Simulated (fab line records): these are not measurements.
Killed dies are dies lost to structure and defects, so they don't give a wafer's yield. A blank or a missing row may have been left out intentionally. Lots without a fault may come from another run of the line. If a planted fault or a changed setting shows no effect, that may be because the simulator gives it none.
Which tool did it? | flow n5 finfet | Sampling: 8 lots, 24 wafers, 7 of 1938 route steps

## WHAT THE GAUGES SHOWED, per wafer
N5_BEOL_M4_RC_MEAS_101. Usual: DIBL_N 37.2 mV/V, standard deviation 1.9; DIBL_P 37.3 mV/V, standard deviation 2.2; IOFF_N 0.18 nA/um, standard deviation 0.038; IOFF_P 0.22 nA/um, standard deviation 0.039; ION_N 678 uA/um, standard deviation 11; ION_P 462 uA/um, standard deviation 6.9; SS_N 71.8 mV/dec, standard deviation 0.68; SS_P 73.5 mV/dec, standard deviation 0.65; VT_N 249 mV, standard deviation 3.4; VT_P -250 mV, standard deviation 3.2.
lot  | measured     | on        | DIBL_N (mV/V)  | DIBL_P (mV/V)  | IOFF_N (nA/um) | IOFF_P (nA/um) | ION_N (uA/um) | ION_P (uA/um) | SS_N (mV/dec)  | SS_P (mV/dec)  | VT_N (mV)   | VT_P (mV)      | flag
L430 | day 11 19:28 | prober-01 | 36.9 38.3 36.3 | 35.2 38.0 35.0 | 0.15 0.19 0.15 | 0.19 0.24 0.20 | 676 684 675   | 461 464 460   | 71.7 71.8 71.7 | 72.9 74.0 73.7 | 250 248 251 | -250 -249 -251 |
L431 | day 12 03:13 | prober-01 | 34.7 35.3 36.2 | 36.6 37.4 38.1 | 0.16 0.17 0.19 | 0.18 0.19 0.21 | 681 684 682   | 459 458 458   | 71.6 71.5 71.5 | 73.3 73.4 73.8 | 251 246 251 | -253 -254 -250 |
L432 | day 13 12:16 | prober-01 | 40.8 36.7 35.3 | 40.5 35.5 34.4 | 0.26 0.16 0.14 | 0.34 0.23 0.20 | 694 684 660   | 478 477 464   | 73.6 71.6 71.1 | 74.5 73.7 73.4 | 240 246 250 | -242 -247 -249 |
L436 | day 13 12:39 | prober-02 | 36.7 37.6 36.4 | 38.0 39.6 37.7 | 0.19 0.22 0.18 | 0.22 0.26 0.22 | 684 690 685   | 462 462 462   | 71.4 72.2 72.3 | 73.8 73.6 73.1 | 247 247 248 | -250 -249 -250 |
L438 | day 13 22:26 | prober-02 | 35.6 33.3 37.0 | 36.9 32.9 37.7 | 0.16 0.11 0.18 | 0.19 0.15 0.22 | 669 655 678   | 460 453 459   | 71.8 71.8 72.6 | 73.2 73.2 73.6 | 251 257 248 | -253 -255 -250 |

## WHAT TOOL EACH LOT RAN ON (gives the tool, then ch and the chambers of the sampled wafers, and finally the start)
lot  | N5_FIN_SAQP_HM_OPEN_73            | N5_FIN_SAQP_RECESS_75             | N5_FIN_SAQP_MANDREL_ETCH_58     | N5_FIN_SAQP_RECESS_63             | N5_FIN_SAQP_ETCH_69               | N5_FIN_SAQP_SPACER2_ETCHBACK_29
L421 | rie diel-02 ch 2,3, day 3 11:05   | vapor etch-02 ch 0,1, day 3 11:35 | rie si-03 ch 1,3, day 3 13:20   | vapor etch-02 ch 0,1, day 3 13:25 | rie diel-03 ch 0,1,3, day 3 13:56 | rie diel-03 ch 0,3, day 3 14:50
L422 | rie diel-03 ch 0,1,3, day 3 16:36 | vapor etch-01 ch 0,1, day 3 17:06 | rie si-03 ch 0,1,2, day 3 18:37 | vapor etch-02 ch 0,1, day 3 18:41 | rie diel-04 ch 0,2,3, day 3 19:08 | rie diel-04 ch 0,1,2, day 3 19:54
L423 | rie diel-02 ch 0,3, day 3 21:59   | vapor etch-02 ch 0,1, day 3 22:29 | rie si-05 ch 0,3, day 4 00:35   | vapor etch-02 ch 0,1, day 4 00:40 | rie diel-04 ch 1,2,3, day 4 01:08 | rie diel-03 ch 0,2,3, day 4 02:08
L430 | rie diel-02 ch 0,1, day 5 15:38   | vapor etch-01 ch 0,1, day 5 16:49 | rie si-03 ch 1,2,3, day 5 18:28 | vapor etch-01 ch 0,1, day 5 18:40 | rie diel-04 ch 0,3, day 5 19:02   | rie diel-04 ch 1,2,3, day 5 19:41
L431 | rie diel-02 ch 2,3, day 5 22:28   | vapor etch-01 ch 0,1, day 5 23:11 | rie si-05 ch 0,2,3, day 6 00:53 | vapor etch-01 ch 0,1, day 6 00:58 | rie diel-02 ch 2,3, day 6 01:31   | rie diel-03 ch 1,2,3, day 6 02:09
L432 | rie diel-03 ch 0,2,3, day 6 03:58 | vapor etch-01 ch 0,1, day 6 04:29 | rie si-03 ch 0,1,3, day 6 06:18 | vapor etch-02 ch 0,1, day 6 06:23 | rie diel-03 ch 0,1,2, day 6 06:49 | rie diel-02 ch 1,2,3, day 6 07:28
L436 | rie diel-02 ch 1,2, day 7 04:16   | vapor etch-01 ch 0,1, day 7 04:53 | rie si-03 ch 0,2,3, day 7 07:29 | vapor etch-02 ch 0,1, day 7 07:41 | rie diel-03 ch 1,2, day 7 08:01   | rie diel-04 ch 1,2,3, day 7 08:52
L438 | rie diel-04 ch 1,2,3, day 7 15:45 | vapor etch-02 ch 0,1, day 7 16:27 | rie si-05 ch 0,1,2, day 7 17:52 | vapor etch-01 ch 0,1, day 7 18:04 | rie diel-02 ch 1,2,3, day 7 18:23 | rie diel-02 ch 1,2,3, day 7 19:35
- N5_FIN_SAQP_HM_OPEN_73: chemistry CHF3/O2, target SiO2, stops on a-Si, target depth 12 nm, time 16.8 s.
- N5_FIN_SAQP_RECESS_75: chemistry HF/NH3, target SiO2, target depth 14.4 nm, afs cycles 3, sublimation time 60 s.
- N5_FIN_SAQP_MANDREL_ETCH_58: etches a-Si in HBr/Cl2, stops on SiNx, target depth 45 nm, bt time 10 s, time 27 s.
- N5_FIN_SAQP_RECESS_63: chemistry HF/NH3, target SiO2, target depth 18 nm, afs cycles 3, sublimation time 60 s.
- N5_FIN_SAQP_ETCH_69: etches SOC in N2/H2, stops on SiNx, target depth 150 nm.
- N5_FIN_SAQP_SPACER2_ETCHBACK_29: etches SiO2 in CHF3/O2, target depth 12.2 nm, time 6.1 s.

## WHAT THE TOOLS THEMSELVES READ (means of the sampled wafers that have a number; where no wafer has one, the mark that the record gives instead)
N5_FIN_SAQP_HM_OPEN_73. Usual: drypump motor current A 6.0 A, standard deviation 0.36; oes_f_703_au 0.77 a.u., standard deviation 0.068; oes product au 0.46 a.u., standard deviation 0.038; rf vpp V 525 V, standard deviation 9.5; showerhead plenum p Torr 2.40 Torr, standard deviation 0.067; throttle valve pct 18.81 %, standard deviation 0.2.
lot  | tool        | drypump motor current A (A) | oes_f_703_au (a.u.) | oes product au (a.u.) | rf vpp V (V) | showerhead plenum p Torr (Torr) | throttle valve pct (%) | flag
L421 | rie diel-02 | 5.8                         | 0.73                | 0.45                  | 529          | 2.51                            | 18.87                  |
L422 | rie diel-03 | 6.2                         | 0.75                | 0.45                  | 526          | 2.35                            | 18.86                  |
L423 | rie diel-02 | 5.8                         | 0.74                | 0.45                  | 532          | 2.45                            | 19.08                  |
L430 | rie diel-02 | 6.2                         | 0.81                | 0.49                  | 523          | 2.37                            | 18.71                  |
L431 | rie diel-02 | 5.6                         | 0.68                | 0.42                  | 533          | 2.49                            | 19.11                  |
L432 | rie diel-03 | 5.9                         | 0.77                | 0.46                  | 524          | 2.36                            | 18.80                  |
L436 | rie diel-02 | 6.0                         | 0.72                | 0.44                  | 524          | 2.47                            | 18.73                  |
L438 | rie diel-04 | 5.8                         | 0.81                | 0.49                  | 529          | 2.39                            | 18.72                  |

N5_FIN_SAQP_RECESS_75. Usual: drypump motor current A 5.53 A, standard deviation 0.29.
lot  | tool          | drypump motor current A (A) | flag
L421 | vapor etch-02 | 5.33                        |
L422 | vapor etch-01 | 5.68                        |
L423 | vapor etch-02 | 5.19                        |
L430 | vapor etch-01 | 5.81                        |
L431 | vapor etch-01 | 5.76                        |
L432 | vapor etch-01 | 5.64                        |
L436 | vapor etch-01 | 5.77                        |
L438 | vapor etch-02 | 5.34                        |

N5_FIN_SAQP_MANDREL_ETCH_58. Usual: HBr_flow_sccm 150.0 sccm, standard deviation 0.33; bias w 75.00 W, standard deviation 0.22; drypump motor current A 5.8 A, standard deviation 0.49; oes product au 0.694 a.u., standard deviation 0.014; throttle valve pct 35.6 %, standard deviation 0.38.
lot  | tool      | HBr_flow_sccm (sccm) | bias w (W) | drypump motor current A (A) | oes product au (a.u.) | throttle valve pct (%) | flag
L421 | rie si-03 | -                    | -          | -                           | -                     | -                      | OFF
L422 | rie si-03 | -                    | -          | -                           | -                     | -                      | OFF
L423 | rie si-05 | -                    | -          | -                           | -                     | -                      | OFF
L430 | rie si-03 | 149.9                | 74.88      | 5.8                         | 0.684                 | 35.9                   |
L431 | rie si-05 | 149.4                | 74.97      | 6.2                         | 0.704                 | 35.4                   |
L432 | rie si-03 | 149.8                | 74.88      | 5.7                         | 0.692                 | 35.5                   |
L436 | rie si-03 | 149.6                | 74.95      | 5.5                         | 0.691                 | 35.7                   |
L438 | rie si-05 | 150.0                | 74.91      | 6.1                         | 0.713                 | 35.4                   |

N5_FIN_SAQP_RECESS_63. Usual: drypump motor current A 5.45 A, standard deviation 0.3.
lot  | tool          | drypump motor current A (A) | flag
L421 | vapor etch-02 | 5.20                        |
L422 | vapor etch-02 | 5.19                        |
L423 | vapor etch-02 | 5.34                        |
L430 | vapor etch-01 | 5.78                        |
L431 | vapor etch-01 | 5.66                        |
L432 | vapor etch-02 | 5.19                        |
L436 | vapor etch-02 | 5.20                        |
L438 | vapor etch-01 | 5.67                        |

N5_FIN_SAQP_ETCH_69. Usual: bias w 61.00 W, standard deviation 0.18; chamber pressure mTorr 29.998 mTorr, standard deviation 0.025; drypump motor current A 6.0 A, standard deviation 0.35; h2 flow sccm 200.0 sccm, standard deviation 0.64; oes product au 0.77 a.u., standard deviation 0.074; rf vpp V 240.5 V, standard deviation 1.2; showerhead plenum p Torr 2.53 Torr, standard deviation 0.076; throttle valve pct 17.78 %, standard deviation 0.22.
lot  | tool        | bias w (W) | chamber pressure mTorr (mTorr) | drypump motor current A (A) | h2 flow sccm (sccm) | oes product au (a.u.) | rf vpp V (V) | showerhead plenum p Torr (Torr) | throttle valve pct (%) | flag
L421 | rie diel-03 | 60.89      | 30.011                         | 6.2                         | 200.0               | 0.29                  | 239.5        | 2.47                            | 17.78                  | OFF
L422 | rie diel-04 | 61.09      | 30.026                         | 5.7                         | 199.4               | 0.27                  | 240.1        | 2.52                            | 17.96                  | OFF
L423 | rie diel-04 | 60.91      | 29.971                         | 5.8                         | 199.8               | 0.29                  | 241.0        | 2.54                            | 17.79                  | OFF
L430 | rie diel-04 | 61.01      | 30.005                         | 5.5                         | 199.5               | 0.77                  | 239.5        | 2.47                            | 17.88                  |
L431 | rie diel-02 | 61.12      | 30.007                         | 5.8                         | 200.6               | 0.71                  | 242.0        | 2.64                            | 17.94                  |
L432 | rie diel-03 | 60.99      | 29.975                         | 6.1                         | 200.0               | 0.76                  | 240.6        | 2.51                            | 17.78                  |
L436 | rie diel-03 | 60.90      | 30.003                         | 6.0                         | 199.6               | 0.76                  | 240.3        | 2.55                            | 17.83                  |
L438 | rie diel-02 | 60.91      | 30.010                         | 5.8                         | 200.1               | 0.78                  | 241.2        | 2.59                            | 17.76                  |

N5_FIN_SAQP_SPACER2_ETCHBACK_29. Usual: drypump motor current A 6.0 A, standard deviation 0.38; oes_f_703_au 0.77 a.u., standard deviation 0.067; oes product au 0.77 a.u., standard deviation 0.066; rf vpp V 524 V, standard deviation 11; showerhead plenum p Torr 2.37 Torr, standard deviation 0.062; throttle valve pct 18.87 %, standard deviation 0.2.
lot  | tool        | drypump motor current A (A) | oes_f_703_au (a.u.) | oes product au (a.u.) | rf vpp V (V) | showerhead plenum p Torr (Torr) | throttle valve pct (%) | flag
L421 | rie diel-03 | 6.0                         | 0.75                | 0.30                  | 532          | 2.33                            | 18.72                  | OFF
L422 | rie diel-04 | 6.1                         | 0.78                | 0.29                  | 521          | 2.34                            | 18.62                  | OFF
L423 | rie diel-03 | 5.9                         | 0.78                | 0.30                  | 524          | 2.36                            | 18.73                  | OFF
L430 | rie diel-04 | 5.8                         | 0.84                | 0.85                  | 530          | 2.40                            | 18.76                  |
L431 | rie diel-03 | 6.1                         | 0.76                | 0.76                  | 519          | 2.38                            | 18.98                  |
L432 | rie diel-02 | 5.9                         | 0.70                | 0.71                  | 528          | 2.46                            | 18.99                  |
L436 | rie diel-04 | 5.8                         | 0.82                | 0.83                  | 530          | 2.39                            | 18.78                  |
L438 | rie diel-02 | 5.8                         | 0.78                | 0.78                  | 528          | 2.46                            | 18.87                  |

## THE ANSWER, worked out from the rows above alone
Rule: a lot counts as off when the mean over its wafers that have a number is more than 3 standard deviations away from the usual mean. A lot without any number at a reading at which 4 lots or more have one is off too. All remaining lots with rows at the step are treated as sound. After the gauges, taken in route order, come the tools' own readings; for these a lot's mean is taken, as printed above. The first step at which some lot is off is used, and at that step the reading that is off furthest; a lot without a number counts as furthest.
Off: L421, L422, L423, at N5_FIN_SAQP_MANDREL_ETCH_58 (HBr_flow_sccm). Without a number there: L421, L422, L423.
If a tool, at that step or one of the process steps before it, ran each lot that is off and ran no sound lot following the first of them, it fits. No candidate that was tried fits.

## WHAT HAD BEEN PUT IN BY THE SIMULATOR
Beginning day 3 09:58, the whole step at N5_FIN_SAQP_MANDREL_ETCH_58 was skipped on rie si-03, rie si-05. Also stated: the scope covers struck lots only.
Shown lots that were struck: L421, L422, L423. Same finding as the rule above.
